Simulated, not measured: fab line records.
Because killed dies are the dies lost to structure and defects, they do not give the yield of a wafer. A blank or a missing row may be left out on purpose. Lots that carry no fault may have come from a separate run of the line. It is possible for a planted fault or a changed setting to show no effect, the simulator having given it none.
Struck lot and sound lot, side by side + flow n5_finfet + 15 steps out of a route of 1938
Sound: wafers L255.1, L255.3, L255.5. Struck: wafer L264.2; the same lot's L264.4 was not struck, so it is left out; see the end for the cause.
Order at every step that has rows: each side's tool, ch and its chambers, its first start. Under that, the readings that differ: sound wafers + struck wafers + difference of the means + sigmas: that difference in standard deviations of wafers without a fault.
alike: same words and numbers on both sides, and readings whose means sit less than 2 such deviations apart. not compared: any withheld reading, any reading some wafer has no value for, any bound like >300 that may hide the same value, and any number with overlapping values for which the record gives no deviation.
Wherever a step has rows on one side only, a row that says differs or no value, or a row with sigmas, the two part there. Numbers that don't overlap but have no deviation are shown without sigmas and don't part them. A reading missing from all wafers of one side parts the sides only when that side holds two or more wafers.

N5_BEOL_M3_DESCUM_33: chemistry O2, time 7 s.
  sound on rie_diel-03 ch 0,2,3, day 7 13:29; struck on rie_diel-05 ch 1, day 10 22:05
  alike: bias_power_w, drypump_motor_current_A, oes_product_au, rf_vpp_V, showerhead_plenum_p_Torr, throttle_valve_pct
  not compared: rf_hours_counter_h
then, 1 step without rows for these wafers: N5_BEOL_M3_ETCH_77 (etches underlayer in N2/H2, target depth 6.5 nm, time 5.2 s).
N5_BEOL_M3_ETCH_69: etches SiARC in CF4, target depth 15.6 nm, time 26 s.
  sound on rie_diel-03 ch 0,2,3, day 7 13:33; struck on rie_diel-05 ch 1, day 10 22:08
  alike: drypump_motor_current_A, etch_rf_on_time_s, mfc_ar_sccm, oes_product_au, rf_vpp_V, showerhead_plenum_p_Torr, throttle_valve_pct
  not compared: rf_hours_counter_h
N5_BEOL_M3_ALD_98: deposits SiO2, target thk 2.5 nm, pulse time 1 s, co reactant pulse time 1 s.
  sound on ald_sin-03 ch 0,1,2, day 7 13:38; struck on ald_sin-01 ch 2, day 10 22:13
  alike: heater_power_w, precursor_pulse_height_rel
then, 4 steps without rows for these wafers: N5_BEOL_M3_ETCHBACK_99 (etches SiO2 in CHF3, target depth 5 nm, time 10.4 s); N5_BEOL_M3_ETCH_70 (etches SOC in N2/H2, target depth 80 nm, overetch 16 nm, time 120 s); N5_BEOL_M3_STRIP_71 (strips in N2/H2); N5_BEOL_M3_STRIP_78 (strips in N2/H2).
N5_BEOL_M3_VIA_ETCH_34: etches the open film in C4F6/O2, target depth 69.4 nm, time 65.9 s.
  sound on rie_diel-05 ch 1,2,3, day 7 16:23; struck on rie_diel-05 ch 2, day 11 16:16
| reading               | sound          | struck | difference | sigmas |
|-----------------------|----------------|--------|------------|--------|
| oes_product_au (a.u.) | 0.67 0.70 0.89 | 0.98   | +0.23      | +2     |
  alike: drypump_motor_current_A, mfc_ar_sccm, rf_vpp_V, showerhead_plenum_p_Torr, throttle_valve_pct
  not compared: rf_hours_counter_h
then, 2 steps without rows for these wafers: N5_BEOL_M3_STRIP_83 (strips in C4F6/O2); N5_BEOL_M3_STRIP_36 (strips in N2/H2).
N5_BEOL_M3_TRENCH_ETCH_37: etches SiOC in C4F6/O2, target depth 55.555 nm, time 29.2 s.
  sound on rie_diel-05 ch 1,2,3; struck on rie_diel-05 ch 2
| reading               | sound          | struck | difference | sigmas |
|-----------------------|----------------|--------|------------|--------|
| oes_product_au (a.u.) | 0.67 0.70 0.89 | 0.99   | +0.24      | +2     |
  alike: drypump_motor_current_A, mfc_ar_sccm, rf_vpp_V, showerhead_plenum_p_Torr, throttle_valve_pct
  not compared: rf_hours_counter_h
N5_BEOL_M3_ETCH_41: etches SiCN in CH3F/O2, target depth 29.9 nm, time 52.5 s.
  sound on rie_diel-05 ch 1,2,3, day 7 16:31; struck on rie_diel-05 ch 2, day 11 16:24
| reading                  | sound             | struck | difference | sigmas |
|--------------------------|-------------------|--------|------------|--------|
| model.etch.depth_nm (nm) | 19.92 19.78 20.56 | 14.83  | -5.26      |        |
  alike: drypump_motor_current_A, mfc_ar_sccm, oes_product_au, rf_vpp_V, showerhead_plenum_p_Torr, throttle_valve_pct
  not compared: rf_hours_counter_h
then, 1 step without rows for these wafers: N5_BEOL_M3_STRIP_97 (strips in N2/H2, time 10 s).
N5_BEOL_M4_RC_MEAS_101:
  sound on prober-01 ch 0, day 8 22:01; struck on prober-02 ch 0, day 12 13:22
| reading       | sound          | struck | difference | sigmas |
|---------------|----------------|--------|------------|--------|
| SS_N (mV/dec) | 70.8 70.9 70.6 | 72.5   | +1.7       | +3     |
  alike: DIBL_N, DIBL_P, IOFF_N, IOFF_P, ION_N, ION_P, SS_P, VT_N, VT_P

WHERE THEY PART
Earliest at N5_BEOL_M3_VIA_ETCH_34; latest, in this record, at N5_BEOL_M4_RC_MEAS_101.

WHY: the cause the simulator had injected
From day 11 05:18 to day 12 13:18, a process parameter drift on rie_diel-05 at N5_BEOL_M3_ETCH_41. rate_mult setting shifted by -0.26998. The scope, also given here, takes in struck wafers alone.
